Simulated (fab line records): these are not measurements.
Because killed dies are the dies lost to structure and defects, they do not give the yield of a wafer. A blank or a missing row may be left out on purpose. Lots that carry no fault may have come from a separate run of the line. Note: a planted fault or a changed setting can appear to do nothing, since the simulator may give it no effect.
Which of the tools did it? | flow nandHarc | 72 wafers from 24 lots sampled at 5 of the route's 1159 steps

== WHAT THE GAUGES SHOWED, per wafer ==
NHARC_A_CONTACT_OVL_MEAS_70. Usual: overlayXNm 0.0 nm, standard deviation 0.88; overlayYNm 0.3 nm, standard deviation 0.69.
lot  | measured     | on         | overlayXNm (nm) | overlayYNm (nm) | flag
L074 | day 17 00:35 | overlay-02 | 0.1 0.0 -0.4    | -0.5 -0.5 -0.1  | 
L078 | day 17 01:18 | overlay-01 | 0.0 -0.1 0.3    | 0.3 0.0 0.0     | 
L075 | day 17 04:33 | overlay-01 | 0.6 1.2 1.5     | 0.2 0.2 -0.4    | 
L076 | day 17 11:11 | overlay-01 | -1.0 -1.3 -1.1  | 1.7 0.8 1.2     | 
L077 | day 17 19:39 | overlay-01 | -0.1 -0.5 -0.7  | 0.7 1.0 1.4     | 
L079 | day 18 00:46 | overlay-02 | -0.1 -0.3 0.1   | -0.6 -0.2 -0.8  | 
L081 | day 18 08:35 | overlay-01 | -2.2 -1.7 -2.1  | -0.1 -0.4 0.4   | 
L080 | day 18 14:11 | overlay-02 | -0.3 -0.6 0.4   | 0.1 0.6 0.6     | 
L082 | day 19 01:17 | overlay-01 | 0.0 -0.3 0.1    | -0.2 0.6 -0.1   | 
L084 | day 19 03:45 | overlay-01 | -0.2 -0.2 0.2   | 1.9 1.4 1.4     | 
L083 | day 19 04:15 | overlay-02 | -1.1 -0.6 0.2   | 0.2 -0.2 0.3    | 
L088 | day 20 08:14 | overlay-02 | 0.7 0.2 0.8     | 0.8 0.6 0.7     | 
L086 | day 20 08:55 | overlay-01 | 1.3 1.2 1.4     | -0.3 -0.8 -0.5  | 
L087 | day 20 14:32 | overlay-02 | -1.5 -1.7 -1.4  | -0.1 0.2 0.0    | 
L085 | day 20 22:36 | overlay-02 | 0.6 0.3 0.1     | 0.2 0.1 -0.4    | 
L090 | day 21 01:49 | overlay-01 | 0.5 0.5 -0.1    | 1.7 1.3 1.2     | 
L093 | day 21 05:25 | overlay-02 | -0.1 -0.7 -0.4  | 0.1 0.6 0.2     | 
L091 | day 21 14:31 | overlay-01 | 0.1 0.5 0.0     | 0.1 -0.1 0.0    | 
L095 | day 21 15:58 | overlay-01 | 0.1 -0.1 0.0    | -0.2 -0.3 0.0   | 
L092 | day 21 21:47 | overlay-02 | 0.9 1.2 1.4     | 0.0 0.1 1.2     | 
L089 | day 21 23:09 | overlay-01 | 0.5 0.8 0.4     | 0.3 0.2 1.0     | 
L094 | day 22 02:47 | overlay-01 | 1.4 1.4 1.7     | -1.3 -1.2 -0.9  | 
L097 | day 22 07:22 | overlay-02 | 0.9 0.3 0.2     | 1.4 1.1 1.7     | 
L096 | day 22 09:04 | overlay-01 | 0.0 -0.1 -0.3   | 0.5 0.5 0.8     | 

NHARC_A_CONTACT_INSPECT_10. Usual: rawDefectCount at 28, with a standard deviation of 14.
lot  | measured     | on               | rawDefectCount | flag
L074 | day 17 06:55 | defectInspect-02 | 26 22 23       | 
L078 | day 17 09:17 | defectInspect-02 | 28 42 35       | 
L075 | day 17 11:08 | defectInspect-01 | 13 11 4        | 
L076 | day 17 17:52 | defectInspect-02 | 19 21 24       | 
L077 | day 18 02:37 | defectInspect-01 | 6 10 7         | 
L079 | day 18 07:41 | defectInspect-02 | 37 40 23       | 
L081 | day 18 15:16 | defectInspect-01 | 14 12 13       | 
L080 | day 18 23:37 | defectInspect-02 | 28 30 25       | 
L082 | day 19 08:51 | defectInspect-02 | 22 26 16       | 
L084 | day 19 10:09 | defectInspect-02 | 14 15 17       | 
L083 | day 19 11:25 | defectInspect-02 | 45 41 35       | 
L088 | day 20 15:37 | defectInspect-02 | 25 38 38       | 
L086 | day 20 15:52 | defectInspect-01 | 11 10 15       | 
L087 | day 20 21:59 | defectInspect-01 | 43 42 42       | 
L085 | day 21 08:29 | defectInspect-02 | 24 32 29       | 
L090 | day 21 12:05 | defectInspect-02 | 59 50 50       | 
L093 | day 21 17:17 | defectInspect-01 | 20 16 11       | 
L091 | day 21 23:02 | defectInspect-01 | 12 13 14       | 
L095 | day 22 01:04 | defectInspect-02 | 40 29 33       | 
L092 | day 22 07:05 | defectInspect-01 | 49 53 49       | 
L089 | day 22 08:16 | defectInspect-02 | 26 32 34       | 
L094 | day 22 09:23 | defectInspect-01 | 64 53 54       | 
L097 | day 22 15:22 | defectInspect-01 | 28 18 21       | 
L096 | day 22 16:37 | defectInspect-02 | 38 52 33       | 

== WHAT TOOL EACH LOT RAN ON (gives the tool, then ch and the chambers of the sampled wafers, and finally the start) ==
lot  | NHARC_A_CONTACT_DESCUM_74         | NHARC_A_CONTACT_ETCH_124           | NHARC_A_CONTACT_ETCH_97
L074 | rieDiel-11 ch 0,2,3, day 17 00:43 | harCapEtch-03 ch 0,1, day 17 01:55 | rieDiel-11 ch 0,2,3, day 17 06:55 or earlier
L078 | rieDiel-04 ch 1,2, day 17 01:25   | harCapEtch-01 ch 0,1, day 17 02:35 | rieDiel-03 ch 2,3, day 17 09:17 or earlier
L075 | rieDiel-03 ch 0,3, day 17 04:39   | harCapEtch-02 ch 0,1, day 17 06:03 | rieDiel-04 ch 0,3, day 17 11:08 or earlier
L076 | rieDiel-11 ch 1,2,3, day 17 11:20 | harCapEtch-03 ch 0,1, day 17 12:47 | rieDiel-11 ch 1,3, day 17 17:52 or earlier
L077 | rieDiel-04 ch 1,2, day 17 19:45   | harCapEtch-01 ch 0,1, day 17 20:55 | rieDiel-03 ch 0,1,3, day 18 02:37 or earlier
L079 | rieDiel-11 ch 2,3, day 18 00:52   | harCapEtch-03 ch 0,1, day 18 01:59 | rieDiel-03 ch 0,1, day 18 07:41 or earlier
L081 | rieDiel-11 ch 1,2, day 18 08:41   | harCapEtch-01 ch 0,1, day 18 10:04 | rieDiel-11 ch 2,3, day 18 15:16 or earlier
L080 | rieDiel-04 ch 1,2,3, day 18 14:17 | harCapEtch-02 ch 0,1, day 18 15:25 | rieDiel-11 ch 1,2,3, day 18 23:37 or earlier
L082 | rieDiel-03 ch 0,1,3, day 19 01:23 | harCapEtch-03 ch 0,1, day 19 02:32 | rieDiel-11 ch 0,2, day 19 08:51 or earlier
L084 | rieDiel-03 ch 1,3, day 19 03:52   | harCapEtch-02 ch 0,1, day 19 05:00 | rieDiel-03 ch 0,1,2, day 19 10:09 or earlier
L083 | rieDiel-03 ch 0,3, day 19 04:21   | harCapEtch-01 ch 0,1, day 19 05:46 | rieDiel-04 ch 0,1,3, day 19 11:25 or earlier
L088 | rieDiel-11 ch 0,3, day 20 08:20   | harCapEtch-03 ch 0,1, day 20 09:32 | rieDiel-03 ch 0,1,3, day 20 15:37 or earlier
L086 | rieDiel-03 ch 0,2,3, day 20 09:01 | harCapEtch-02 ch 0,1, day 20 10:12 | rieDiel-11 ch 0,1,2, day 20 15:52 or earlier
L087 | rieDiel-03 ch 0,2,3, day 20 14:40 | harCapEtch-03 ch 0,1, day 20 16:23 | rieDiel-03 ch 1,2, day 20 21:59 or earlier
L085 | rieDiel-03 ch 2,3, day 20 22:42   | harCapEtch-03 ch 0,1, day 20 23:53 | rieDiel-03 ch 0,2,3, day 21 01:53
L090 | rieDiel-11 ch 0,1,3, day 21 01:55 | harCapEtch-01 ch 0,1, day 21 03:10 | rieDiel-03 ch 0,2, day 21 05:13
L093 | rieDiel-03 ch 0,1,2, day 21 05:31 | harCapEtch-01 ch 0,1, day 21 06:41 | rieDiel-03 ch 0,1,3, day 21 17:17 or earlier
L091 | rieDiel-04 ch 0,1,3, day 21 14:37 | harCapEtch-03 ch 1, day 21 15:52   | rieDiel-03 ch 1,3, day 21 23:02 or earlier
L095 | rieDiel-03 ch 1,2, day 21 16:04   | harCapEtch-01 ch 1, day 21 17:14   | rieDiel-11 ch 0,1,2, day 22 01:04 or earlier
L092 | rieDiel-04 ch 0,1,2, day 21 21:52 | harCapEtch-02 ch 0,1, day 21 23:00 | rieDiel-03 ch 1,3, day 22 07:05 or earlier
L089 | rieDiel-11 ch 0,2,3, day 21 23:16 | harCapEtch-01 ch 0,1, day 22 00:23 | rieDiel-11 ch 0,1,2, day 22 08:16 or earlier
L094 | rieDiel-03 ch 0,2,3, day 22 02:54 | harCapEtch-01 ch 0,1, day 22 04:01 | rieDiel-03 ch 1,3, day 22 09:23 or earlier
L097 | rieDiel-11 ch 0,2,3, day 22 07:28 | harCapEtch-01 ch 0,1, day 22 08:36 | rieDiel-11 ch 0,1,2, day 22 15:22 or earlier
L096 | rieDiel-04 ch 0,1,3, day 22 09:11 | harCapEtch-03 ch 0,1, day 22 10:25 | rieDiel-03 ch 2,3, day 22 16:37 or earlier
- NHARC_A_CONTACT_DESCUM_74: chemistry O2, time 3 s.
- NHARC_A_CONTACT_ETCH_124: etches the open film in C4F8/O2/Ar, time 140 s, target depth 700 nm.
- NHARC_A_CONTACT_ETCH_97: etches the open film in C4F6/O2, target depth 20 nm, time 10 s.

== WHAT THE TOOLS THEMSELVES READ (means of the sampled wafers that have a number; where no wafer has one, the mark that the record gives instead) ==
NHARC_A_CONTACT_DESCUM_74. Usual: drypumpMotorCurrentA 5.7 A, standard deviation 0.38; mfcArSccm 0.005 sccm, standard deviation 0.0087; oesProductAu 1.001 a.u., standard deviation 0.0089; rfVppV 57.9 V, standard deviation 0.84; showerheadPlenumPTorr 1.93 Torr, standard deviation 0.075; throttleValvePct 11.311 %, standard deviation 0.0093.
lot  | tool       | drypumpMotorCurrentA (A) | mfcArSccm (sccm) | oesProductAu (a.u.) | rfVppV (V) | showerheadPlenumPTorr (Torr) | throttleValvePct (%) | flag
L074 | rieDiel-11 | 5.8                      | 0.000            | 1.001               | 58.5       | 1.96                         | 11.310               | 
L078 | rieDiel-04 | 5.4                      | 0.000            | 1.000               | 57.9       | 1.86                         | 11.317               | 
L075 | rieDiel-03 | 6.0                      | 0.000            | 1.005               | 58.0       | 1.92                         | 11.309               | 
L076 | rieDiel-11 | 5.9                      | 0.002            | 1.007               | 58.3       | 1.98                         | 11.312               | 
L077 | rieDiel-04 | 5.4                      | 0.000            | 0.999               | 57.6       | 1.86                         | 11.310               | 
L079 | rieDiel-11 | 6.0                      | 0.000            | 1.008               | 58.0       | 1.98                         | 11.306               | 
L081 | rieDiel-11 | 5.7                      | 0.005            | 1.004               | 58.5       | 1.97                         | 11.313               | 
L080 | rieDiel-04 | 5.6                      | 0.000            | 1.003               | 57.7       | 1.88                         | 11.320               | 
L082 | rieDiel-03 | 5.8                      | 0.008            | 1.000               | 57.3       | 1.94                         | 11.309               | 
L084 | rieDiel-03 | 5.8                      | 0.017            | 0.993               | 58.8       | 2.02                         | 11.313               | 
L083 | rieDiel-03 | 5.7                      | 0.000            | 0.997               | 57.5       | 1.86                         | 11.314               | 
L088 | rieDiel-11 | 5.5                      | 0.000            | 1.010               | 57.4       | 1.91                         | 11.311               | 
L086 | rieDiel-03 | 5.7                      | 0.005            | 0.988               | 57.5       | 1.91                         | 11.309               | 
L087 | rieDiel-03 | 5.7                      | 0.005            | 0.989               | 57.8       | 1.91                         | 11.316               | 
L085 | rieDiel-03 | 5.7                      | 0.011            | 0.995               | 57.4       | 1.98                         | 11.310               | 
L090 | rieDiel-11 | 5.6                      | 0.002            | 1.001               | 58.2       | 1.92                         | 11.309               | 
L093 | rieDiel-03 | 5.4                      | 0.014            | 0.998               | 57.4       | 1.93                         | 11.306               | 
L091 | rieDiel-04 | 5.7                      | 0.004            | 1.002               | 57.8       | 1.90                         | 11.305               | 
L095 | rieDiel-03 | 5.5                      | 0.022            | 1.003               | 58.5       | 2.01                         | 11.310               | 
L092 | rieDiel-04 | 5.5                      | 0.004            | 1.005               | 57.5       | 1.88                         | 11.304               | 
L089 | rieDiel-11 | 5.7                      | 0.000            | 1.006               | 58.1       | 1.95                         | 11.311               | 
L094 | rieDiel-03 | 5.7                      | 0.005            | 0.994               | 58.0       | 1.91                         | 11.309               | 
L097 | rieDiel-11 | 5.8                      | 0.000            | 1.006               | 58.8       | 1.95                         | 11.310               | 
L096 | rieDiel-04 | 5.7                      | 0.004            | 1.008               | 57.3       | 1.90                         | 11.313               | 

NHARC_A_CONTACT_ETCH_97. Usual: drypumpMotorCurrentA 5.7 A, standard deviation 0.38; mfcArSccm 500.1 sccm, standard deviation 1.3; oesProductAu 0.956 a.u., standard deviation 0.025; rfVppV 547.8 V, standard deviation 2.9; showerheadPlenumPTorr 3.97 Torr, standard deviation 0.14; throttleValvePct 26.904 %, standard deviation 0.0093.
lot  | tool       | drypumpMotorCurrentA (A) | mfcArSccm (sccm) | oesProductAu (a.u.) | rfVppV (V) | showerheadPlenumPTorr (Torr) | throttleValvePct (%) | flag
L074 | rieDiel-11 | 5.8                      | 499.4            | 0.942               | 548.4      | 4.01                         | 26.900               | 
L078 | rieDiel-03 | 6.1                      | 499.2            | 0.951               | 549.6      | 4.04                         | 26.895               | 
L075 | rieDiel-04 | 6.1                      | 500.7            | 0.943               | 547.6      | 3.95                         | 26.909               | 
L076 | rieDiel-11 | 5.8                      | 499.9            | 0.944               | 547.9      | 3.99                         | 26.904               | 
L077 | rieDiel-03 | 5.8                      | 500.4            | 1.010               | 547.8      | 3.97                         | 26.905               | 
L079 | rieDiel-03 | 5.5                      | 500.0            | 0.945               | 543.9      | 3.86                         | 26.903               | 
L081 | rieDiel-11 | 6.0                      | 499.6            | 0.953               | 550.5      | 4.10                         | 26.894               | 
L080 | rieDiel-11 | 5.8                      | 500.7            | 1.006               | 549.4      | 4.04                         | 26.908               | 
L082 | rieDiel-11 | 5.6                      | 499.9            | 0.972               | 547.6      | 3.97                         | 26.904               | 
L084 | rieDiel-03 | 5.5                      | 500.1            | 0.948               | 547.8      | 3.96                         | 26.899               | 
L083 | rieDiel-04 | 5.7                      | 500.0            | 0.948               | 546.8      | 3.91                         | 26.908               | 
L088 | rieDiel-03 | 5.8                      | 499.5            | 0.937               | 546.5      | 3.96                         | 26.897               | 
L086 | rieDiel-11 | 5.6                      | 498.8            | 1.008               | 548.8      | 4.00                         | 26.904               | 
L087 | rieDiel-03 | 5.5                      | 499.9            | 0.925               | 550.9      | 4.11                         | 26.896               | 
L085 | rieDiel-03 | 5.7                      | 501.3            | 0.950               | 546.5      | 3.92                         | 26.909               | 
L090 | rieDiel-03 | 5.4                      | 498.7            | 0.996               | 546.2      | 3.93                         | 26.908               | 
L093 | rieDiel-03 | 5.8                      | 502.1            | 0.943               | 547.1      | 3.96                         | 26.907               | 
L091 | rieDiel-03 | 6.1                      | 500.0            | 0.945               | 550.2      | 4.07                         | 26.907               | 
L095 | rieDiel-11 | 5.6                      | 500.4            | 0.955               | 548.0      | 3.99                         | 26.904               | 
L092 | rieDiel-03 | 5.8                      | 498.4            | 0.941               | 551.2      | 4.11                         | 26.896               | 
L089 | rieDiel-11 | 5.6                      | 500.3            | 0.961               | 547.5      | 3.99                         | 26.898               | 
L094 | rieDiel-03 | 5.8                      | 500.9            | 0.948               | 549.8      | 4.11                         | 26.902               | 
L097 | rieDiel-11 | 5.7                      | 500.3            | 0.954               | 548.7      | 3.99                         | 26.898               | 
L096 | rieDiel-03 | 6.0                      | 501.0            | 0.943               | 548.8      | 4.03                         | 26.898               | 

== THE ANSWER, worked out from the rows above alone ==
Rule: a lot counts as off when the mean over its wafers that have a number is more than 3 standard deviations away from the usual mean. A lot without any number at a reading at which 4 lots or more have one is off too. The other lots that the step has rows for count as sound. The gauges are gone through in route order, then the tools' own readings, and for those a lot's mean is taken as printed above. The first step at which some lot is off is used, and at that step the reading that is off furthest; a lot without a number counts as furthest.
Nothing can be told from this: no lot is off at any reading shown.

== WHAT THE SIMULATOR HAD INSERTED ==
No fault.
